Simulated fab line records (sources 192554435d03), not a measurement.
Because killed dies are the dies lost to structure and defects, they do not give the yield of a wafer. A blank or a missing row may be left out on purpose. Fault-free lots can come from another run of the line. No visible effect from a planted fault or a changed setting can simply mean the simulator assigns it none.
Matching of chambers -- flow n5-finfet -- 4 sister chambers for N5_BEOL_M9_ALD_74 on ald-metal-02
The step deposits TaN, target thk 2 nm, pulse time 2 s, purge time 3 s. 4 wafers are shown with their chamber, then 10 later ones without.

== WAFERS WITH THEIR CHAMBER ==
wafer,chamber,heater-power-outer-w (W)
L087.1,2,260
L087.5,0,221
L086.1,3,245
L086.2,1,197

== WAFERS WHOSE CHAMBER IS MISSING ==
wafer,heater-power-outer-w (W)
L086.3,231
L089.1,263
L089.2,244
L089.5,201
L088.2,256
L088.3,257
L088.5,232
L096.3,244
L096.4,196
L096.5,212

== WHICH CHAMBER EACH WENT THROUGH ==
wafer,from the rows above,in truth
L086.3,can't be placed: 0 or 3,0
L089.1,2,2
L089.2,3,3
L089.5,1,1
L088.2,can't be placed: 2 or 3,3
L088.3,can't be placed: 2 or 3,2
L088.5,can't be placed: 0 or 3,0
L096.3,3,3
L096.4,1,1
L096.5,can't be placed: 0 or 1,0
5 of 10 placed correctly. Unplaceable from these rows: 5, with the true chamber sitting among the candidates in 5. 0 placed wrongly.
How it was worked out, from the rows above alone: a wafer's distance from a chamber is the root of the sum, over the readings, of the square of ((its reading less the chamber's mean) divided by the reading's scatter). The wafer belongs to the nearest chamber; if the next one is less than 2 further off, it can't be placed. Each chamber's mean is taken over the wafers shown for it. The scatter: root of mean squared gap, hidden wafer to nearest shown wafer, with one shown wafer a chamber.
